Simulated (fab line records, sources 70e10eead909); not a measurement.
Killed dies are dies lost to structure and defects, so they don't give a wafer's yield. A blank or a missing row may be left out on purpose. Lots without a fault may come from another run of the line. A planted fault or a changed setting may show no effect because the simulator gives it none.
A struck lot beside a sound one | flow nand_harc | 27 steps out of a route of 1302
Sound: wafers L756.1, L756.3, L756.6. Struck: wafers L768.1, L768.2, L768.5. The cause comes at the end.
At each step with rows: each side's tool, then ch and its chambers, then its first start. Under that, the readings that differ: sound wafers | struck wafers | difference of the means | sigmas: that difference in standard deviations of wafers without a fault.
alike: readings whose means differ by less than 2 such deviations, and words and numbers that are the same on both sides. not compared: withheld readings, readings that some wafer has no value for, bounds like >300 that may hide the same value, and numbers for which the record gives no deviation and whose values overlap.
The two part at a step that has a row with sigmas, a row that says differs or no value, or rows on one side only. Numbers that don't overlap but have no deviation are shown without sigmas and don't part them. A reading that every wafer of one side lacks parts them only if that side has two wafers or more.

NHARC_P_ZERO_WELL_DESCUM_54: chemistry O2, time 3 s.
  sound on rie_diel-08 ch 0,1, day 2 01:55; struck on rie_diel-08 ch 1,2,3, day 7 01:50
  alike: drypump_motor_current_A, oes_product_au, rf_vpp_V, showerhead_plenum_p_Torr, throttle_valve_pct
  not compared: rf_hours_counter_h
then, 5 steps without rows for these wafers: NHARC_P_ZERO_WELL_IMPLANT_55; NHARC_P_ZERO_WELL_IMPLANT_61; NHARC_P_ZERO_WELL_STRIP_56 (strips in SPM, time 840 s); NHARC_P_ZERO_WELL_PRECLEAN_68 (cleans in SC1, time 60 s); NHARC_P_ZERO_WELL_SRD_69.
NHARC_P_ZERO_WELL_RTA_42: time 300 s.
  sound on rtp_anneal-02 ch 0, day 2 02:53; struck on rtp_anneal-02 ch 0, day 7 02:50
  alike: lamp_power_pct, wafer_temp_C_max
NHARC_P_ZERO_WELL_INSPECT_43:
  sound on defect_inspect-01, day 2 03:34; struck on defect_inspect-02, day 7 03:31
  alike: raw_defect_count
then, 4 steps without rows for these wafers: NHARC_P_STI_ETCH_26 (etches SiO2 in dHF, target depth 11 nm); NHARC_P_STI_PRECLEAN_27 (cleans in SC1); NHARC_P_STI_SRD_28; NHARC_P_STI_OXIDE_29 (material SiO2, target thk 10 nm, ox time 1362 s).
NHARC_P_STI_HM_DEP_30: deposits Si3N4, target thk 80 nm, time 873 s.
  sound on lpcvd-02 ch 0, day 2 18:55; struck on lpcvd-01 ch 0, day 7 14:30
then, 9 steps without rows for these wafers: NHARC_P_STI_DEHYDRATE_01 (time 120 s); NHARC_P_STI_HMDS_02 (time 30 s); NHARC_P_STI_COAT_41 (time 65 s); NHARC_P_STI_COAT_03 (resist thk 600 nm); NHARC_P_STI_SOFTBAKE_04 (time 70 s); NHARC_P_STI_EBR_05; NHARC_P_STI_EXPOSE_06 (exposes mask P STI, target cd 200 nm); NHARC_P_STI_PEB_07 (peb time 80 s); NHARC_P_STI_DEVELOP_08 (time 50 s).
NHARC_P_STI_CD_MEAS_09: target cd 200 nm.
  sound on cd_sem-01 ch 0, day 2 23:00; struck on cd_sem-02 ch 0, day 7 18:35
  alike: cd_nm
NHARC_P_STI_OVL_MEAS_10:
  sound on overlay-02, day 2 23:05; struck on overlay-02, day 7 18:40
  reading           | sound | struck      | difference | sigmas
  overlay_x_nm (nm) | 2 1 1 | -15 -15 -15 | -16        | -3
  alike: overlay_y_nm
NHARC_P_STI_INSPECT_11:
  sound on defect_inspect-01, day 2 23:07; struck on defect_inspect-02, day 7 18:42
  reading          | sound  | struck   | difference | sigmas
  raw_defect_count | 9 11 8 | 21 24 22 | +13        | +5
then, 1 step without rows for these wafers: NHARC_P_STI_HARDBAKE_13 (time 65 s).
-- the record jumps here: 22 days lie between the struck wafers' starts before and after (it left off in module P_STI and takes up again in module END, whose first step shown is number 1302 of the route) --
NHARC_END_SORT_01:
  sound on prober-02 ch 0, day 24 13:01; struck on prober-01 ch 0, day 29 17:27
  reading             | sound    | struck   | difference | sigmas
  killed_at_other     | 1 3 3    | 1 0 0    | -2         | -2
  killed_at_periphery | 6 5 7    | 9 18 16  | +8         | +3
  killed_dies         | 23 25 26 | 55 77 68 | +42        | +2
  alike: killed_at_array, killed_open, killed_short

WHERE THEY PART
First at NHARC_P_STI_OVL_MEAS_10; last, within this record, at NHARC_END_SORT_01.

WHY: what the simulator had put in
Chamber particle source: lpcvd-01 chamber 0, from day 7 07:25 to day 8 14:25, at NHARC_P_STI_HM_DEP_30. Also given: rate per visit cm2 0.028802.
